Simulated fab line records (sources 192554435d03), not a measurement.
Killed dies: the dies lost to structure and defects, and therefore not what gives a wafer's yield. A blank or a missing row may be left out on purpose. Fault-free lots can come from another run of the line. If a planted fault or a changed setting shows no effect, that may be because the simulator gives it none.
Which tool was responsible? ; flow n5_finfet ; 23 lots, 69 wafers sampled, at 6 steps of a route of 1938

WHAT EACH GAUGE READ, for each wafer
No reading from a measuring or inspecting step in the record can be judged against a usual standard deviation.

TOOL THAT RAN EACH LOT (tool first, then ch and the chambers of the sampled wafers, then the start)
lot;N5_BEOL_M3_HM_DEP_02;N5_BEOL_M3_ETCH_77;N5_BEOL_M3_STRIP_36;N5_BEOL_M3_PRE_CLEAN_45;N5_BEOL_M3_SPUTTER_86;N5_BEOL_M4_ILD_DEP_00
L075;pvd_sputter-02, day 8 04:26;rie_diel-03 ch 2,3, day 8 05:59;rie_diel-01 ch 0,1,3, day 8 16:08;pvd_sputter-02, day 8 16:34;pvd_sputter-03, day 8 17:50;pecvd-02 ch 0,1, day 8 20:04
L074;pvd_sputter-03, day 8 07:58;rie_diel-01 ch 0,2,3, day 8 09:23;rie_diel-06 ch 0,2,3, day 8 16:37;pvd_sputter-03, day 8 17:04;pvd_sputter-03, day 8 19:41;pecvd-02 ch 0,1, day 8 21:58
L078;pvd_sputter-02, day 8 08:43;rie_diel-01 ch 2,3, day 8 10:08;rie_diel-03 ch 1,2, day 8 19:49;pvd_sputter-01, day 8 20:46;pvd_sputter-01, day 8 22:06;pecvd-01 ch 0,1,2, day 9 00:20
L077;pvd_sputter-01, day 8 11:26;rie_diel-06 ch 0,2, day 8 13:40;rie_diel-01 ch 0,3, day 8 20:16;pvd_sputter-01, day 8 20:55;pvd_sputter-03, day 8 22:18;pecvd-01 ch 0,1, day 9 00:35
L076;pvd_sputter-02, day 8 17:01;rie_diel-06 ch 2,3, day 8 18:34;rie_diel-03 ch 0,2,3, day 8 20:25;pvd_sputter-01, day 8 21:00;pvd_sputter-02, day 8 22:34;pecvd-02 ch 1,2, day 9 00:52
L079;pvd_sputter-02, day 8 19:21;rie_diel-06 ch 1,2,3, day 8 21:01;rie_diel-06 ch 0,2, day 8 23:23;pvd_sputter-02, day 9 00:51;pvd_sputter-02, day 9 02:05;pecvd-02 ch 0,1,2, day 9 04:20
L080;pvd_sputter-01, day 9 03:20;rie_diel-03 ch 1,2,3, day 9 08:49;rie_diel-01 ch 1,2,3, day 9 13:46;pvd_sputter-03, day 9 14:34;pvd_sputter-03, day 9 15:56;pecvd-02 ch 0,1, day 9 18:08
L081;pvd_sputter-03, day 9 07:11;rie_diel-01 ch 2,3, day 9 08:52;rie_diel-01 ch 1,2, day 9 14:10;pvd_sputter-03, day 9 14:45;pvd_sputter-01, day 9 16:08;pecvd-02 ch 0,1,2, day 9 18:25
L082;pvd_sputter-03, day 9 12:56;rie_diel-03 ch 0,1, day 9 14:23;rie_diel-01 ch 0,1,3, day 9 16:50;pvd_sputter-02, day 9 17:30;pvd_sputter-02, day 9 20:42;pecvd-03 ch 0,1, day 9 23:10
L083;pvd_sputter-03, day 9 14:26;rie_diel-03 ch 0,1,3, day 9 15:51;rie_diel-06 ch 0,1,3, day 10 06:07;pvd_sputter-03, day 10 07:21;pvd_sputter-03, day 10 10:05;pecvd-01 ch 1,2, day 10 12:19
L084;pvd_sputter-02, day 10 05:29;rie_diel-01 ch 1,3, day 10 07:10;rie_diel-03 ch 1,2,3, day 10 19:45;pvd_sputter-03, day 10 20:35;pvd_sputter-01, day 10 22:06;pecvd-03 ch 0,1, day 11 00:21
L085;pvd_sputter-02, day 10 10:11;rie_diel-03 ch 0,2,3, day 10 11:44;rie_diel-03 ch 0,2,3, day 10 22:02;pvd_sputter-03, day 10 23:04;pvd_sputter-01, day 11 00:17;pecvd-03 ch 0,1,2, day 11 02:31
L086;pvd_sputter-02, day 10 10:38;rie_diel-01 ch 0,1,3, day 10 12:10;rie_diel-01 ch 0,3, day 10 22:44;pvd_sputter-01, day 10 23:24;pvd_sputter-03, day 11 00:35;pecvd-03 ch 0,1,2, day 11 02:47
L087;pvd_sputter-02, day 10 16:40;rie_diel-01 ch 0,3, day 10 18:11;rie_diel-06 ch 0,1,3, day 10 22:44;pvd_sputter-02, day 10 23:29;pvd_sputter-02, day 11 00:42;pecvd-03 ch 0,1,2, day 11 02:56
L088;pvd_sputter-02, day 11 06:50;rie_diel-01 ch 0,1,3, day 11 09:01;rie_diel-01 ch 0,1,3, day 11 11:46;pvd_sputter-02, day 11 12:58;pvd_sputter-01, day 11 14:23;pecvd-01 ch 1,2, day 11 16:36
L089;pvd_sputter-01, day 11 08:38;rie_diel-06 ch 1,2, day 11 10:23;rie_diel-01 ch 1,2,3, day 11 13:16;pvd_sputter-02, day 11 13:56;pvd_sputter-01, day 11 16:14;pecvd-02 ch 0,1, day 11 18:44
L090;pvd_sputter-01, day 11 13:32;rie_diel-01 ch 0,3, day 11 15:18;rie_diel-03 ch 0,1,3, day 11 20:07;pvd_sputter-03, day 11 21:01;pvd_sputter-03, day 11 22:22;pecvd-02 ch 0,1,2, day 12 00:35
L091;pvd_sputter-03, day 11 21:29;rie_diel-06 ch 0,1,3, day 11 23:08;rie_diel-06 ch 1,2,3, day 12 05:58;pvd_sputter-01, day 12 06:38;pvd_sputter-02, day 12 07:53;pecvd-03 ch 0,2, day 12 10:05
L093;pvd_sputter-03, day 12 14:02;rie_diel-01 ch 0,1,2, day 12 15:38;rie_diel-01 ch 0,3, day 12 16:35;pvd_sputter-01, day 12 18:40;pvd_sputter-01, day 12 19:53;pecvd-02 ch 0,1,2, day 12 22:06
L092;pvd_sputter-03, day 12 14:14;rie_diel-06 ch 1,2, day 12 15:59;rie_diel-06 ch 1,2, day 12 18:49;pvd_sputter-02, day 12 20:17;pvd_sputter-03, day 12 21:37;pecvd-03 ch 1,2, day 12 23:50
L096;pvd_sputter-02, day 12 20:35;rie_diel-01 ch 0,2, day 13 02:11;rie_diel-06 ch 0,1,2, day 13 12:58;pvd_sputter-02, day 13 14:14;pvd_sputter-01, day 13 16:53;pecvd-01 ch 1,2, day 13 21:53
L095;pvd_sputter-02, day 13 04:13;rie_diel-06 ch 0,2,3, day 13 06:07;rie_diel-06 ch 1,2, day 13 17:39;pvd_sputter-03, day 13 18:26;pvd_sputter-03, day 13 21:25;pecvd-03 ch 1, day 14 00:58
L097;pvd_sputter-01, day 13 04:32;rie_diel-01 ch 2,3, day 13 06:44;rie_diel-01 ch 1,3, day 13 21:46;pvd_sputter-02, day 13 22:50;pvd_sputter-03, day 14 00:43;pecvd-01 ch 0,1,2, day 14 06:04
- N5_BEOL_M3_HM_DEP_02: deposits TiN, target thk 20 nm.
- N5_BEOL_M3_ETCH_77: etches underlayer in N2/H2, target depth 6.5 nm, time 5.2 s.
- N5_BEOL_M3_STRIP_36: strips in N2/H2.
- N5_BEOL_M3_PRE_CLEAN_45: time 30 s.
- N5_BEOL_M3_SPUTTER_86: material Cu, target thk 4.5 nm, time 8.29 s.
- N5_BEOL_M4_ILD_DEP_00: deposits SiOC from DEMS/O2, target thk 79 nm, time 15.3 s.

AS READ BY THE TOOLS THEMSELVES (means over the sampled wafers that have a number; for cases with no such wafer, the mark the record gives instead)
N5_BEOL_M3_HM_DEP_02.
lot;tool;throttle_valve_pct (%)
L075;pvd_sputter-02;31.1
L074;pvd_sputter-03;30.8
L078;pvd_sputter-02;30.0
L077;pvd_sputter-01;29.6
L076;pvd_sputter-02;31.1
L079;pvd_sputter-02;31.1
L080;pvd_sputter-01;29.7
L081;pvd_sputter-03;29.9
L082;pvd_sputter-03;30.4
L083;pvd_sputter-03;30.9
L084;pvd_sputter-02;30.1
L085;pvd_sputter-02;30.4
L086;pvd_sputter-02;30.4
L087;pvd_sputter-02;29.9
L088;pvd_sputter-02;30.7
L089;pvd_sputter-01;29.7
L090;pvd_sputter-01;29.4
L091;pvd_sputter-03;30.5
L093;pvd_sputter-03;30.5
L092;pvd_sputter-03;30.2
L096;pvd_sputter-02;30.4
L095;pvd_sputter-02;29.9
L097;pvd_sputter-01;30.4

N5_BEOL_M3_ETCH_77.
lot;tool;bias_w (W);drypump_motor_current_A (A);etch_rf_on_time_s (s);h2_flow_sccm (sccm);n2_flow_sccm (sccm);oes_product_au (a.u.);rf_vpp_V (V);showerhead_plenum_p_Torr (Torr);throttle_valve_pct (%)
L075;rie_diel-03;149.7;4.8;5.20;200.1;199.5;0.67;522.0;2.49;17.96
L074;rie_diel-01;149.5;6.1;5.35;199.8;199.8;0.67;525.3;2.56;17.74
L078;rie_diel-01;149.9;6.2;5.23;200.1;200.1;0.72;524.3;2.53;17.51
L077;rie_diel-06;149.4;6.2;5.32;200.2;199.8;0.68;526.6;2.64;17.66
L076;rie_diel-06;150.0;6.0;5.35;199.8;199.5;0.63;525.2;2.61;17.79
L079;rie_diel-06;149.7;5.7;5.27;200.2;199.7;0.69;525.3;2.59;17.84
L080;rie_diel-03;150.1;4.9;5.11;200.2;200.2;0.68;522.3;2.49;17.99
L081;rie_diel-01;150.1;6.0;5.28;199.8;200.4;0.69;525.3;2.60;17.66
L082;rie_diel-03;150.1;5.2;5.13;200.0;199.7;0.72;523.1;2.51;17.97
L083;rie_diel-03;149.5;5.0;5.12;200.5;200.2;0.70;522.2;2.50;17.96
L084;rie_diel-01;149.6;6.1;5.18;200.2;200.3;0.69;520.8;2.45;17.63
L085;rie_diel-03;149.5;5.1;5.19;200.2;199.9;0.69;524.4;2.54;17.88
L086;rie_diel-01;150.2;6.0;5.30;199.8;200.3;0.65;522.4;2.47;17.83
L087;rie_diel-01;150.2;6.2;5.24;200.3;199.8;0.68;522.0;2.48;17.63
L088;rie_diel-01;149.9;6.0;5.22;200.3;200.9;0.64;522.0;2.47;17.85
L089;rie_diel-06;150.0;5.5;5.12;199.5;200.2;0.72;525.5;2.61;17.97
L090;rie_diel-01;149.6;6.2;5.20;199.1;199.9;0.68;522.1;2.48;17.62
L091;rie_diel-06;149.6;5.9;5.27;200.0;200.2;0.70;524.0;2.57;17.71
L093;rie_diel-01;149.9;5.9;5.29;199.9;200.6;0.61;523.1;2.53;18.01
L092;rie_diel-06;150.3;5.4;5.11;200.0;200.0;0.71;526.2;2.60;17.98
L096;rie_diel-01;149.9;6.0;5.33;199.9;200.8;0.60;524.5;2.56;18.00
L095;rie_diel-06;149.6;6.2;5.33;199.7;200.2;0.66;525.5;2.58;17.70
L097;rie_diel-01;150.0;6.2;5.22;199.6;199.7;0.69;522.6;2.52;17.58

N5_BEOL_M3_STRIP_36.
lot;tool;drypump_motor_current_A (A);h2_flow_sccm (sccm);n2_flow_sccm (sccm);oes_product_au (a.u.);power_w (W);rf_vpp_V (V);showerhead_plenum_p_Torr (Torr);throttle_valve_pct (%)
L075;rie_diel-01;6.0;199.6;200.0;0.77;451.3;58.6;2.47;23.57
L074;rie_diel-06;6.2;199.9;200.7;0.81;451.4;58.6;2.59;23.40
L078;rie_diel-03;5.1;200.1;199.8;0.81;449.9;59.6;2.54;23.80
L077;rie_diel-01;6.2;200.2;199.9;0.81;450.6;59.2;2.48;23.30
L076;rie_diel-03;5.1;200.3;200.8;0.82;448.8;59.3;2.54;23.74
L079;rie_diel-06;6.4;199.9;199.8;0.86;450.1;59.0;2.61;23.30
L080;rie_diel-01;6.0;199.2;199.6;0.78;449.5;58.9;2.52;23.44
L081;rie_diel-01;5.9;200.1;199.5;0.76;449.8;61.1;2.58;23.54
L082;rie_diel-01;6.0;199.6;199.8;0.75;448.7;58.8;2.47;23.57
L083;rie_diel-06;5.9;199.6;199.9;0.84;450.1;59.3;2.57;23.52
L084;rie_diel-03;4.9;199.6;199.4;0.78;449.5;57.3;2.49;23.91
L085;rie_diel-03;5.1;200.0;200.3;0.81;450.7;59.8;2.54;23.75
L086;rie_diel-01;6.2;200.7;200.1;0.79;448.4;58.8;2.48;23.31
L087;rie_diel-06;5.9;200.2;199.6;0.83;449.9;58.6;2.57;23.52
L088;rie_diel-01;6.1;199.6;200.1;0.74;450.3;60.2;2.47;23.60
L089;rie_diel-01;5.9;199.9;200.0;0.76;448.9;59.8;2.51;23.46
L090;rie_diel-03;5.1;199.6;199.8;0.81;450.6;59.0;2.49;23.84
L091;rie_diel-06;5.7;199.9;200.4;0.78;449.8;60.1;2.58;23.68
L093;rie_diel-01;6.1;200.4;200.4;0.74;449.0;59.4;2.50;23.56
L092;rie_diel-06;5.7;199.7;199.8;0.78;449.3;60.0;2.62;23.70
L096;rie_diel-06;5.9;199.9;199.6;0.81;451.3;58.9;2.60;23.58
L095;rie_diel-06;5.5;200.0;199.3;0.81;448.4;60.3;2.60;23.81
L097;rie_diel-01;6.0;200.6;200.3;0.73;450.3;59.0;2.42;23.64

N5_BEOL_M3_PRE_CLEAN_45.
lot;tool;heater_power_w (W)
L075;pvd_sputter-02;349
L074;pvd_sputter-03;326
L078;pvd_sputter-01;337
L077;pvd_sputter-01;318
L076;pvd_sputter-01;332
L079;pvd_sputter-02;325
L080;pvd_sputter-03;375
L081;pvd_sputter-03;344
L082;pvd_sputter-02;346
L083;pvd_sputter-03;359
L084;pvd_sputter-03;351
L085;pvd_sputter-03;362
L086;pvd_sputter-01;302
L087;pvd_sputter-02;322
L088;pvd_sputter-02;364
L089;pvd_sputter-02;357
L090;pvd_sputter-03;342
L091;pvd_sputter-01;319
L093;pvd_sputter-01;320
L092;pvd_sputter-02;328
L096;pvd_sputter-02;376
L095;pvd_sputter-03;323
L097;pvd_sputter-02;345

N5_BEOL_M3_SPUTTER_86.
lot;tool;throttle_valve_pct (%)
L075;pvd_sputter-03;31.2
L074;pvd_sputter-03;30.9
L078;pvd_sputter-01;30.4
L077;pvd_sputter-03;30.3
L076;pvd_sputter-02;30.8
L079;pvd_sputter-02;30.4
L080;pvd_sputter-03;30.4
L081;pvd_sputter-01;28.7
L082;pvd_sputter-02;30.5
L083;pvd_sputter-03;30.3
L084;pvd_sputter-01;29.7
L085;pvd_sputter-01;30.4
L086;pvd_sputter-03;30.2
L087;pvd_sputter-02;30.4
L088;pvd_sputter-01;29.5
L089;pvd_sputter-01;29.4
L090;pvd_sputter-03;30.4
L091;pvd_sputter-02;29.9
L093;pvd_sputter-01;29.5
L092;pvd_sputter-03;31.1
L096;pvd_sputter-01;29.6
L095;pvd_sputter-03;30.9
L097;pvd_sputter-03;30.9

N5_BEOL_M4_ILD_DEP_00.
lot;tool;heater_power_w (W);showerhead_plenum_p_Torr (Torr);throttle_valve_pct (%)
L075;pecvd-02;504;5.677;12.5
L074;pecvd-02;454;5.682;12.6
L078;pecvd-01;540;5.711;11.9
L077;pecvd-01;551;5.704;12.3
L076;pecvd-02;465;5.683;12.1
L079;pecvd-02;458;5.684;12.4
L080;pecvd-02;499;5.677;12.7
L081;pecvd-02;436;5.684;12.5
L082;pecvd-03;466;5.697;12.1
L083;pecvd-01;522;5.710;11.3
L084;pecvd-03;478;5.701;12.1
L085;pecvd-03;456;5.696;12.0
L086;pecvd-03;441;5.689;11.9
L087;pecvd-03;446;5.684;12.0
L088;pecvd-01;510;5.711;11.2
L089;pecvd-02;438;5.686;12.9
L090;pecvd-02;439;5.691;12.3
L091;pecvd-03;421;5.689;11.5
L093;pecvd-02;465;5.674;12.6
L092;pecvd-03;488;5.692;11.8
L096;pecvd-01;453;5.710;11.4
L095;pecvd-03;528;5.698;12.0
L097;pecvd-01;520;5.707;11.9

THE ANSWER, worked out from the rows above alone
Rule: what is usual is taken from the lots themselves. Put in order of their means at a reading, lots are off if they are a third of the lots or fewer, leave a main group of 4 or more, and stand apart from it by a gap of 3 or more times the standard deviation of the main group's means; of several such gaps the widest counts. The tables above print the reading to a certain number of digits; a main group whose means all agree to those digits is not used. Also off: a lot with no number at a reading for which 4 or more lots have one. Where the step has rows for the other lots, those lots are counted as sound. The gauges are gone through in route order, then the tools' own readings, and for those a lot's mean is taken as printed above. The first step at which some lot is off is used, and at that step the reading that is off furthest; a lot without a number counts as furthest.
Across all readings shown, no lot is off: no conclusion can be drawn from this.

WHAT THE SIMULATOR HAD PUT IN
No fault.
